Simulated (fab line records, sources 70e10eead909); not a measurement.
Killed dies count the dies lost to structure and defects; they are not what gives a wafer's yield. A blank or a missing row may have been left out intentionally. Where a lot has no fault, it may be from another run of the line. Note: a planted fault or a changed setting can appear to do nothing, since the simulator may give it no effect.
Which tool is to blame? :: flow nand_harc :: 13 lots, 39 wafers sampled, at 6 steps of a route of 1159

== WHAT EACH GAUGE READ, for each wafer ==
NHARC_P_STI_INSPECT_11.
lot: L434
measured: day 2 13:14
on: defect_inspect-01
raw_defect_count: 4 5 9

lot: L435
measured: day 2 20:01
on: defect_inspect-02
raw_defect_count: 5 8 3

lot: L438
measured: day 3 11:05
on: defect_inspect-01
raw_defect_count: 5 6 4

lot: L440
measured: day 3 23:51
on: defect_inspect-02
raw_defect_count: 5 3 2

lot: L442
measured: day 4 11:29
on: defect_inspect-02
raw_defect_count: 6 2 10

lot: L444
measured: day 4 23:28
on: defect_inspect-01
raw_defect_count: 4 8 5

lot: L445
measured: day 5 07:38
on: defect_inspect-02
raw_defect_count: 9 3 6

lot: L446
measured: day 5 07:28
on: defect_inspect-02
raw_defect_count: 7 5 7

lot: L447
measured: day 5 18:59
on: defect_inspect-02
raw_defect_count: 6 3 3

lot: L448
measured: day 6 00:58
on: defect_inspect-02
raw_defect_count: 1139 1172 1150

lot: L449
measured: day 6 05:18
on: defect_inspect-02
raw_defect_count: 1 8 4

lot: L450
measured: day 6 11:06
on: defect_inspect-02
raw_defect_count: 1168 1172 1211

lot: L451
measured: day 6 17:07
on: defect_inspect-02
raw_defect_count: 3 2 3

NHARC_P_GATE_CD_MEAS_11: target cd 1640 nm.
lot: L434
measured: day 4 03:40
on: cd_sem-02
cd_nm (nm): 1639.0 1643.9 1638.3

lot: L435
measured: day 4 08:43
on: cd_sem-01
cd_nm (nm): 1640.4 1639.5 1641.4

lot: L438
measured: day 5 03:25
on: cd_sem-01
cd_nm (nm): 1640.8 1639.1 1643.5

lot: L440
measured: day 5 11:49
on: cd_sem-02
cd_nm (nm): 1639.0 1639.6 1641.2

lot: L442
measured: day 6 03:35
on: cd_sem-01
cd_nm (nm): 1638.4 1641.3 1640.0

lot: L444
measured: day 6 08:19
on: cd_sem-02
cd_nm (nm): 1640.0 1640.2 1639.8

lot: L445
measured: day 7 08:45
on: cd_sem-03
cd_nm (nm): 1641.2 1640.3 1642.4

lot: L446
measured: day 7 08:55
on: cd_sem-03
cd_nm (nm): 1638.8 1641.2 1641.5

lot: L447
measured: day 7 09:04
on: cd_sem-03
cd_nm (nm): 1643.3 1641.7 1643.5

lot: L448
measured: day 7 14:28
on: cd_sem-03
cd_nm (nm): 1640.3 1641.0 1640.2

lot: L449
measured: day 7 22:48
on: cd_sem-03
cd_nm (nm): 1637.7 1640.2 1638.2

lot: L450
measured: day 7 22:46
on: cd_sem-02
cd_nm (nm): 1641.5 1641.5 1641.7

lot: L451
measured: day 8 10:16
on: cd_sem-03
cd_nm (nm): 1639.5 1640.8 1639.0

NHARC_END_SORT_01.
lot: L445
measured: day 23 07:20
on: prober-02
killed_at_array: 19 23
killed_at_other: 2 5
killed_at_periphery: 6 2
killed_dies: 27 30
killed_open: 7 1
killed_short: 3 3

lot: L448
measured: day 23 19:14
on: prober-01
killed_at_array: 34 20 24
killed_at_other: 1 4 4
killed_at_periphery: 61 46 106
killed_dies: 96 70 134
killed_open: 2 1 2
killed_short: 4 1 3

lot: L450
measured: day 23 21:16
on: prober-02
killed_at_array: 49 35 42
killed_at_other: 2 0 1
killed_at_periphery: 104 98 107
killed_dies: 155 133 150
killed_open: 4 3 6
killed_short: 0 2 1

== WHAT TOOL EACH LOT RAN ON (gives the tool, then ch and the chambers of the sampled wafers, and finally the start) ==
lot: L434
NHARC_P_STI_ETCH_26: wet_bench-03 ch 2,5,6, day 1 19:47
NHARC_P_STI_DESCUM_14: rie_diel-03 ch 0,1,3, day 2 13:23
NHARC_P_GATE_HM_DEP_102: acl_dep-02 ch 0, day 4 16:14

lot: L435
NHARC_P_STI_ETCH_26: wet_bench-03 ch 0,4,7, day 2 01:38
NHARC_P_STI_DESCUM_14: rie_diel-12 ch 0,1,3, day 2 20:10
NHARC_P_GATE_HM_DEP_102: acl_dep-02 ch 0, day 5 00:36

lot: L438
NHARC_P_STI_ETCH_26: wet_bench-03 ch 1,2,3, day 2 19:42
NHARC_P_STI_DESCUM_14: rie_diel-12 ch 0,1,3, day 3 11:15
NHARC_P_GATE_HM_DEP_102: acl_dep-02 ch 0, day 5 18:24

lot: L440
NHARC_P_STI_ETCH_26: wet_bench-09 ch 2,6,7, day 3 08:26
NHARC_P_STI_DESCUM_14: rie_diel-03 ch 1,3, day 3 23:59
NHARC_P_GATE_HM_DEP_102: acl_dep-03 ch 0, day 6 07:10

lot: L442
NHARC_P_STI_ETCH_26: wet_bench-05 ch 0,4,5, day 3 19:40
NHARC_P_STI_DESCUM_14: rie_diel-12 ch 0,1,2, day 4 11:38
NHARC_P_GATE_HM_DEP_102: acl_dep-02 ch 0, day 6 16:16

lot: L444
NHARC_P_STI_ETCH_26: wet_bench-03 ch 3,5,6, day 4 07:48
NHARC_P_STI_DESCUM_14: rie_diel-03 ch 0,1,3, day 4 23:37
NHARC_P_GATE_HM_DEP_102: acl_dep-03 ch 0, day 6 20:50

lot: L445
NHARC_P_STI_ETCH_26: wet_bench-03 ch 4,5,7, day 4 13:31
NHARC_P_STI_DESCUM_14: rie_diel-12 ch 0,1,2, day 5 07:47
NHARC_P_GATE_HM_DEP_102: acl_dep-01 ch 0, day 7 22:00

lot: L446
NHARC_P_STI_ETCH_26: wet_bench-03 ch 0,2,3, day 4 19:25
NHARC_P_STI_DESCUM_14: rie_diel-06 ch 0,1,3, day 5 07:37
NHARC_P_GATE_HM_DEP_102: acl_dep-03 ch 0, day 7 21:44

lot: L447
NHARC_P_STI_ETCH_26: wet_bench-03 ch 1,3,4, day 5 02:08
NHARC_P_STI_DESCUM_14: rie_diel-12 ch 0,1,3, day 5 19:07
NHARC_P_GATE_HM_DEP_102: acl_dep-01 ch 0, day 7 21:22

lot: L448
NHARC_P_STI_ETCH_26: wet_bench-03 ch 2,4,5, day 5 07:47
NHARC_P_STI_DESCUM_14: rie_diel-12 ch 2,3, day 6 01:06
NHARC_P_GATE_HM_DEP_102: acl_dep-03 ch 0, day 8 07:31

lot: L449
NHARC_P_STI_ETCH_26: wet_bench-05 ch 0,3,6, day 5 13:52
NHARC_P_STI_DESCUM_14: rie_diel-03 ch 1,2,3, day 6 05:28
NHARC_P_GATE_HM_DEP_102: acl_dep-01 ch 0, day 8 14:44

lot: L450
NHARC_P_STI_ETCH_26: wet_bench-03 ch 0,6,7, day 5 19:37
NHARC_P_STI_DESCUM_14: rie_diel-12 ch 0,3, day 6 11:14
NHARC_P_GATE_HM_DEP_102: acl_dep-03 ch 0, day 8 13:58

lot: L451
NHARC_P_STI_ETCH_26: wet_bench-05 ch 0,1,2, day 6 01:49
NHARC_P_STI_DESCUM_14: rie_diel-06 ch 0,1,3, day 6 17:14
NHARC_P_GATE_HM_DEP_102: acl_dep-03 ch 0, day 8 23:09
- NHARC_P_STI_ETCH_26: etches SiO2 in dHF, target depth 11 nm.
- NHARC_P_STI_DESCUM_14: chemistry O2, time 3 s.
- NHARC_P_GATE_HM_DEP_102: deposits aC, target thk 120 nm.

== WHAT THE TOOLS THEMSELVES READ (means of the sampled wafers that have a number; where no wafer has one, the mark that the record gives instead) ==
NHARC_P_STI_DESCUM_14.
lot: L434
tool: rie_diel-03
chamber_pressure_mTorr (mTorr): 59.99
drypump_motor_current_A (A): 5.8
oes_product_au (a.u.): 0.997
rf_vpp_V (V): 58.1
showerhead_plenum_p_Torr (Torr): 1.94
throttle_valve_pct (%): 11.308

lot: L435
tool: rie_diel-12
chamber_pressure_mTorr (mTorr): 59.94
drypump_motor_current_A (A): 5.6
oes_product_au (a.u.): 1.007
rf_vpp_V (V): 57.2
showerhead_plenum_p_Torr (Torr): 1.89
throttle_valve_pct (%): 11.312

lot: L438
tool: rie_diel-12
chamber_pressure_mTorr (mTorr): 59.99
drypump_motor_current_A (A): 5.6
oes_product_au (a.u.): 0.999
rf_vpp_V (V): 58.6
showerhead_plenum_p_Torr (Torr): 1.89
throttle_valve_pct (%): 11.318

lot: L440
tool: rie_diel-03
chamber_pressure_mTorr (mTorr): 60.02
drypump_motor_current_A (A): 5.8
oes_product_au (a.u.): 0.989
rf_vpp_V (V): 57.4
showerhead_plenum_p_Torr (Torr): 1.93
throttle_valve_pct (%): 11.311

lot: L442
tool: rie_diel-12
chamber_pressure_mTorr (mTorr): 60.00
drypump_motor_current_A (A): 5.7
oes_product_au (a.u.): 1.005
rf_vpp_V (V): 58.0
showerhead_plenum_p_Torr (Torr): 1.92
throttle_valve_pct (%): 11.308

lot: L444
tool: rie_diel-03
chamber_pressure_mTorr (mTorr): 59.97
drypump_motor_current_A (A): 5.8
oes_product_au (a.u.): 0.990
rf_vpp_V (V): 57.3
showerhead_plenum_p_Torr (Torr): 1.94
throttle_valve_pct (%): 11.316

lot: L445
tool: rie_diel-12
chamber_pressure_mTorr (mTorr): 60.02
drypump_motor_current_A (A): 5.7
oes_product_au (a.u.): 1.013
rf_vpp_V (V): 57.4
showerhead_plenum_p_Torr (Torr): 1.92
throttle_valve_pct (%): 11.316

lot: L446
tool: rie_diel-06
chamber_pressure_mTorr (mTorr): 60.00
drypump_motor_current_A (A): 5.5
oes_product_au (a.u.): 0.997
rf_vpp_V (V): 58.6
showerhead_plenum_p_Torr (Torr): 1.92
throttle_valve_pct (%): 11.318

lot: L447
tool: rie_diel-12
chamber_pressure_mTorr (mTorr): 60.03
drypump_motor_current_A (A): 5.6
oes_product_au (a.u.): 1.007
rf_vpp_V (V): 57.8
showerhead_plenum_p_Torr (Torr): 1.89
throttle_valve_pct (%): 11.317

lot: L448
tool: rie_diel-12
chamber_pressure_mTorr (mTorr): 59.97
drypump_motor_current_A (A): 5.3
oes_product_au (a.u.): 1.000
rf_vpp_V (V): 57.2
showerhead_plenum_p_Torr (Torr): 1.98
throttle_valve_pct (%): 11.310

lot: L449
tool: rie_diel-03
chamber_pressure_mTorr (mTorr): 60.02
drypump_motor_current_A (A): 6.0
oes_product_au (a.u.): 1.004
rf_vpp_V (V): 57.9
showerhead_plenum_p_Torr (Torr): 1.90
throttle_valve_pct (%): 11.314

lot: L450
tool: rie_diel-12
chamber_pressure_mTorr (mTorr): 59.97
drypump_motor_current_A (A): 5.4
oes_product_au (a.u.): 1.010
rf_vpp_V (V): 57.8
showerhead_plenum_p_Torr (Torr): 1.89
throttle_valve_pct (%): 11.303

lot: L451
tool: rie_diel-06
chamber_pressure_mTorr (mTorr): 60.03
drypump_motor_current_A (A): 5.5
oes_product_au (a.u.): 0.991
rf_vpp_V (V): 57.6
showerhead_plenum_p_Torr (Torr): 1.92
throttle_valve_pct (%): 11.309

NHARC_P_GATE_HM_DEP_102.
lot: L434
tool: acl_dep-02
throttle_valve_pct (%): 34.999

lot: L435
tool: acl_dep-02
throttle_valve_pct (%): 34.998

lot: L438
tool: acl_dep-02
throttle_valve_pct (%): 34.998

lot: L440
tool: acl_dep-03
throttle_valve_pct (%): 34.996

lot: L442
tool: acl_dep-02
throttle_valve_pct (%): 35.010

lot: L444
tool: acl_dep-03
throttle_valve_pct (%): 35.008

lot: L445
tool: acl_dep-01
throttle_valve_pct (%): 35.002

lot: L446
tool: acl_dep-03
throttle_valve_pct (%): 34.997

lot: L447
tool: acl_dep-01
throttle_valve_pct (%): 34.995

lot: L448
tool: acl_dep-03
throttle_valve_pct (%): 35.011

lot: L449
tool: acl_dep-01
throttle_valve_pct (%): 34.997

lot: L450
tool: acl_dep-03
throttle_valve_pct (%): 34.998

lot: L451
tool: acl_dep-03
throttle_valve_pct (%): 35.010

== THE ANSWER, worked out from the rows above alone ==
Rule: the lots themselves supply what counts as usual. The widest of any qualifying gaps counts: lots, ordered by their means at a reading, are off when they make up no more than a third of the lots, leave a main group of 4 or more, and stand apart from it by 3 or more times the standard deviation of that group's means. A main group whose means are all the same, to the digits that the tables above print for the reading, isn't used. A lot without any number at a reading at which 4 lots or more have one is off too. All remaining lots with rows at the step are treated as sound. After the gauges, taken in route order, come the tools' own readings; for these a lot's mean is taken, as printed above. The first step at which some lot is off is used, and at that step the reading that is off furthest; a lot without a number counts as furthest.
Off: L448, L450, at NHARC_P_STI_INSPECT_11 (raw_defect_count). The main group has a mean of 5.0 with a standard deviation of 1.2.
A tool fits if, at a process step before that reading, it ran every lot that is off, and no sound lot after the first of them. Gauges at NHARC_P_STI_INSPECT_11: tried the same way as those tools. One fits: NHARC_P_STI_ETCH_26 on wet_bench-03. A fault onset in the window from L447 (day 5 02:08, its last sound lot) to L448 (day 5 07:47, its first lot off) fits.

== WHAT THE SIMULATOR PUT IN ==
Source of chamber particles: wet_bench-03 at NHARC_P_STI_ETCH_26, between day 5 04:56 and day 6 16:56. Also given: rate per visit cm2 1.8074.
Lots struck among those shown: L448, L450. Same finding as the rule above.
